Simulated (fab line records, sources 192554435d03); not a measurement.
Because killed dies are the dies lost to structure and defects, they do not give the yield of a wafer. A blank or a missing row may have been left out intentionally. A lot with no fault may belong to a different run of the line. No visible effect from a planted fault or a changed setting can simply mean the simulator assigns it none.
Matching of chambers / flow n5 finfet / N5_BEOL_M7_STRIP_36 on rie diel-01: 4 sister chambers
The step strips in N2/H2. 14 wafers are shown with their chamber, then 7 later ones without.

## EACH WAFER AND ITS CHAMBER
wafer=L078.1; chamber=2; showerhead plenum p Torr (Torr)=2.61; throttle valve pct (%)=23.84; oes product au (a.u.)=0.71
wafer=L078.4; chamber=1; showerhead plenum p Torr (Torr)=2.47; throttle valve pct (%)=23.66; oes product au (a.u.)=0.88
wafer=L078.5; chamber=0; showerhead plenum p Torr (Torr)=2.55; throttle valve pct (%)=23.03; oes product au (a.u.)=0.90
wafer=L084.2; chamber=2; showerhead plenum p Torr (Torr)=2.61; throttle valve pct (%)=23.87; oes product au (a.u.)=0.71
wafer=L084.4; chamber=0; showerhead plenum p Torr (Torr)=2.55; throttle valve pct (%)=23.03; oes product au (a.u.)=0.91
wafer=L084.6; chamber=2; showerhead plenum p Torr (Torr)=2.61; throttle valve pct (%)=23.88; oes product au (a.u.)=0.70
wafer=L086.2; chamber=3; showerhead plenum p Torr (Torr)=2.50; throttle valve pct (%)=23.90; oes product au (a.u.)=0.71
wafer=L086.5; chamber=2; showerhead plenum p Torr (Torr)=2.61; throttle valve pct (%)=23.83; oes product au (a.u.)=0.69
wafer=L086.6; chamber=3; showerhead plenum p Torr (Torr)=2.51; throttle valve pct (%)=23.88; oes product au (a.u.)=0.69
wafer=L087.2; chamber=0; showerhead plenum p Torr (Torr)=2.55; throttle valve pct (%)=23.05; oes product au (a.u.)=0.90
wafer=L087.3; chamber=2; showerhead plenum p Torr (Torr)=2.61; throttle valve pct (%)=23.86; oes product au (a.u.)=0.69
wafer=L087.6; chamber=2; showerhead plenum p Torr (Torr)=2.61; throttle valve pct (%)=23.89; oes product au (a.u.)=0.69
wafer=L089.2; chamber=0; showerhead plenum p Torr (Torr)=2.55; throttle valve pct (%)=23.02; oes product au (a.u.)=0.88
wafer=L089.4; chamber=1; showerhead plenum p Torr (Torr)=2.47; throttle valve pct (%)=23.67; oes product au (a.u.)=0.86

SIGNATURES (averages over the wafers above)
reading=showerhead plenum p Torr; chamber 0=2.5500; chamber 1=2.4700; chamber 2=2.6100; chamber 3=2.5050; scatter within a chamber=0.00224
reading=throttle valve pct; chamber 0=23.0325; chamber 1=23.6650; chamber 2=23.8617; chamber 3=23.8900; scatter within a chamber=0.0185
reading=oes product au; chamber 0=0.8975; chamber 1=0.8700; chamber 2=0.6983; chamber 3=0.7000; scatter within a chamber=0.0117
Rule: distance of a wafer from a chamber = root of the sum over the readings of ((wafer's reading minus chamber's mean) / reading's scatter) squared. The wafer belongs to the nearest chamber; if the next one is less than 2 further off, it can't be placed. How the scatter is found: for the shown wafers, subtract from each reading the mean of its chamber, square and add these, divide the total by (wafers less chambers), then take the root.

## WAFERS WITH NO CHAMBER GIVEN
wafer=L089.6; showerhead plenum p Torr (Torr)=2.47; throttle valve pct (%)=23.71; oes product au (a.u.)=0.85
wafer=L092.1; showerhead plenum p Torr (Torr)=2.50; throttle valve pct (%)=23.86; oes product au (a.u.)=0.70
wafer=L092.3; showerhead plenum p Torr (Torr)=2.55; throttle valve pct (%)=23.03; oes product au (a.u.)=0.87
wafer=L092.4; showerhead plenum p Torr (Torr)=2.47; throttle valve pct (%)=23.67; oes product au (a.u.)=0.86
wafer=L093.1; showerhead plenum p Torr (Torr)=2.47; throttle valve pct (%)=23.67; oes product au (a.u.)=0.84
wafer=L093.5; showerhead plenum p Torr (Torr)=2.61; throttle valve pct (%)=23.88; oes product au (a.u.)=0.70
wafer=L093.6; showerhead plenum p Torr (Torr)=2.50; throttle valve pct (%)=23.91; oes product au (a.u.)=0.69

## CHAMBER TAKEN BY EACH
wafer=L089.6; from the rows above=1; in truth=1
wafer=L092.1; from the rows above=3; in truth=3
wafer=L092.3; from the rows above=0; in truth=0
wafer=L092.4; from the rows above=1; in truth=1
wafer=L093.1; from the rows above=1; in truth=1
wafer=L093.5; from the rows above=2; in truth=2
wafer=L093.6; from the rows above=3; in truth=3
Correctly placed: 7 of 7. From these rows, 0 cannot be placed. Wrongly placed: 0.
